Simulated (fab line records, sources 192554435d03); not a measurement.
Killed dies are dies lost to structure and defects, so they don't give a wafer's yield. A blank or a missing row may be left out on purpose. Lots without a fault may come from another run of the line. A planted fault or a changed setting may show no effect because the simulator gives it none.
Chamber matching | flow n5_finfet | N5_BEOL_M1_ETCH_69 on rie_diel-06: 4 sister chambers
The step etches SiARC in CF4, target depth 15.6 nm, time 26 s. 16 wafers are shown with their chamber, then 8 later ones without.

WAFERS WITH THEIR CHAMBER
wafer  | chamber | drypump_motor_current_A (A) | showerhead_plenum_p_Torr (Torr) | throttle_valve_pct (%)
L077.1 | 1       | 6.5                         | 2.13                            | 15.89
L077.4 | 2       | 6.1                         | 2.19                            | 15.60
L077.5 | 3       | 6.0                         | 2.06                            | 15.90
L076.1 | 3       | 6.0                         | 2.05                            | 15.90
L076.4 | 1       | 6.4                         | 2.13                            | 15.90
L076.5 | 3       | 6.0                         | 2.05                            | 15.90
L078.1 | 0       | 5.2                         | 1.98                            | 15.79
L078.3 | 2       | 6.1                         | 2.19                            | 15.61
L078.4 | 3       | 6.0                         | 2.05                            | 15.92
L079.1 | 0       | 5.2                         | 1.98                            | 15.79
L079.4 | 3       | 6.0                         | 2.05                            | 15.93
L079.6 | 3       | 6.0                         | 2.05                            | 15.93
L084.1 | 0       | 5.2                         | 1.98                            | 15.82
L084.4 | 1       | 6.5                         | 2.12                            | 15.94
L084.6 | 1       | 6.5                         | 2.12                            | 15.93
L087.1 | 2       | 6.1                         | 2.18                            | 15.65

SIGNATURES (means of the wafers above)
reading                  | chamber 0 | chamber 1 | chamber 2 | chamber 3 | scatter within a chamber
drypump_motor_current_A  | 5.200     | 6.475     | 6.100     | 6.000     | 0.025
showerhead_plenum_p_Torr | 1.9800    | 2.1250    | 2.1867    | 2.0517    | 0.00456
throttle_valve_pct       | 15.8000   | 15.9150   | 15.6200   | 15.9133   | 0.0201
Rule: a wafer's distance from a chamber is the root of the sum, over the readings, of the square of ((its reading less the chamber's mean) divided by the reading's scatter). The wafer belongs to the nearest chamber; if the next one is less than 2 further off, it can't be placed. The scatter: the root of (the sum of the squares of (reading less its chamber's mean) over the shown wafers, divided by (wafers less chambers)).

WAFERS WITHOUT THEIR CHAMBER
wafer  | drypump_motor_current_A (A) | showerhead_plenum_p_Torr (Torr) | throttle_valve_pct (%)
L087.2 | 5.2                         | 1.98                            | 15.84
L087.5 | 6.1                         | 2.18                            | 15.65
L089.2 | 6.1                         | 2.18                            | 15.65
L089.3 | 6.5                         | 2.12                            | 15.93
L089.6 | 6.5                         | 2.12                            | 15.95
L095.2 | 6.0                         | 2.04                            | 15.99
L095.5 | 6.0                         | 2.04                            | 15.98
L095.6 | 5.2                         | 1.97                            | 15.88

WHICH CHAMBER EACH WENT THROUGH
wafer  | from the rows above | in truth
L087.2 | 0                   | 0
L087.5 | 2                   | 2
L089.2 | 2                   | 2
L089.3 | 1                   | 1
L089.6 | 1                   | 1
L095.2 | 3                   | 3
L095.5 | 3                   | 3
L095.6 | 0                   | 0
Placed correctly: 8 of 8. Can't be placed from these rows: 0. Placed wrongly: 0.
